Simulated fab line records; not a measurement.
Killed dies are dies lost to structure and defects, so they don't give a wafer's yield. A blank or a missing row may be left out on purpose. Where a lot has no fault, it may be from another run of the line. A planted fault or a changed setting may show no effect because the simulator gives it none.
A struck lot beside a sound one / flow n5Finfet / 16 steps out of a route of 1938
Sound: these wafers, L457.1, L457.3, L457.4. The struck wafers were L448.3, L448.5, L448.6. At the end, the cause is stated.
Per side, at each step with rows, come the tool, then ch with its chambers, and then its first start. Under that, the readings that differ: sound wafers / struck wafers / difference of the means / sigmas: that difference in standard deviations of wafers without a fault.
alike: a reading whose means differ by less than 2 such deviations, as well as words and numbers matching on both sides. not compared: withheld readings; readings where some wafer has no value; bounds like >300 that might hide an equal value; numbers whose values overlap and for which the record gives no deviation.
A row with sigmas, a row that says differs or no value, or rows on one side alone: a step with any of these is where the two part. Numbers that don't overlap but have no deviation are shown without sigmas and don't part them. Lack of a reading on every wafer of one side parts them only where that side has two or more wafers.

first, 8 steps without rows for these wafers: N5_BEOL_M9_COAT_64 (time 60 s, resist thk 12 nm); N5_BEOL_M9_COAT_75 (time 60 s, resist thk 5 nm); N5_BEOL_M9_COAT_22 (resist thk 30 nm); N5_BEOL_M9_EBR_24; N5_BEOL_M9_SOFTBAKE_23 (time 60 s); N5_BEOL_M9_EXPOSE_25 (exposes mask V8); N5_BEOL_M9_PEB_26 (peb time 60 s); N5_BEOL_M9_DEVELOP_27 (develop time 30 s).
N5_BEOL_M9_CD_MEAS_28: the cd target is 70 nm.
  sound on cdSem-03 ch 0, day 14 21:01; struck on cdSem-03 ch 0, day 11 08:36
  alike: cdNm
N5_BEOL_M9_OVL_MEAS_29:
  sound on overlay-01 ch 0, day 14 21:02; struck on overlay-02 ch 0, day 11 08:38
  alike: V8_OVL
N5_BEOL_M9_INSPECT_30: inspects for defects (brightfield).
  sound on defectInspect-02, day 14 21:06; struck on defectInspect-01, day 11 08:41
  alike: rawDefectCount
N5_BEOL_M9_DESCUM_33: chemistry O2, time 7 s.
  sound on rieDiel-03 ch 1,2, day 14 21:08; struck on rieDiel-01 ch 0,1, day 11 08:43
  alike: drypumpMotorCurrentA, oesProductAu, rfVppV, showerheadPlenumPTorr, throttleValvePct
  not compared: rfHoursCounterH
N5_BEOL_M9_ETCH_76: etches underlayer in N2/H2, target depth 6.5 nm, time 5.2 s.
  sound on rieDiel-03 ch 1,2, day 14 21:10; struck on rieDiel-01 ch 0,1, day 11 08:46
  no value came back on the struck wafers for any of 8 readings (biasW (W), chamberPressureMTorr (mTorr) and others); on the sound wafers biasW (W) reads 150.3 149.8 149.9
reading=model.CAR-EUV_of_BEOL_M9_COAT_22.thkNm (nm); sound=20.4 20.4 20.4; struck=26 26.2 26; difference=+6; sigmas=
  not compared: rfHoursCounterH
N5_BEOL_M9_ETCH_65: etches SiARC in CF4, target depth 15.6 nm, time 26 s.
  sound on rieDiel-03 ch 1,2, day 14 21:11; struck on rieDiel-01 ch 0,1, day 11 08:46
reading=biasW (W); sound=36.27 36.02 36.13; struck=35.80 35.92 35.87; difference=-0.28; sigmas=-3
reading=throttleValvePct (%); sound=15.20 15.79 15.20; struck=15.79 15.71 15.79; difference=+0.37; sigmas=+2
reading=model.CAR-EUV_of_BEOL_M9_COAT_22.thkNm (nm); sound=11.2 11.2 11.2; struck=16.8 17 16.8; difference=+5.7; sigmas=
  alike: cf4FlowSccm, drypumpMotorCurrentA, etchRfOnTimeS, oesProductAu, rfVppV, showerheadPlenumPTorr
  not compared: rfHoursCounterH
N5_BEOL_M9_ETCH_66: etches SOC in N2/H2, target depth 80 nm, overetch 16 nm, time 120 s.
  sound on rieDiel-03 ch 1,2, day 14 21:13; struck on rieDiel-01 ch 0,1, day 11 08:48
  alike: biasW, chamberPressureMTorr, drypumpMotorCurrentA, oesProductAu, rfVppV, showerheadPlenumPTorr, throttleValvePct
  not compared: rfHoursCounterH
N5_PASSIVATION_PROBE_49:
  rows exist in the record for the sound wafers here (prober-02, day 17 09:07), none for the struck ones

## WHERE THEY PART
First at N5_BEOL_M9_ETCH_76; last, within this record, at N5_PASSIVATION_PROBE_49.

WHY: what had been put in by the simulator
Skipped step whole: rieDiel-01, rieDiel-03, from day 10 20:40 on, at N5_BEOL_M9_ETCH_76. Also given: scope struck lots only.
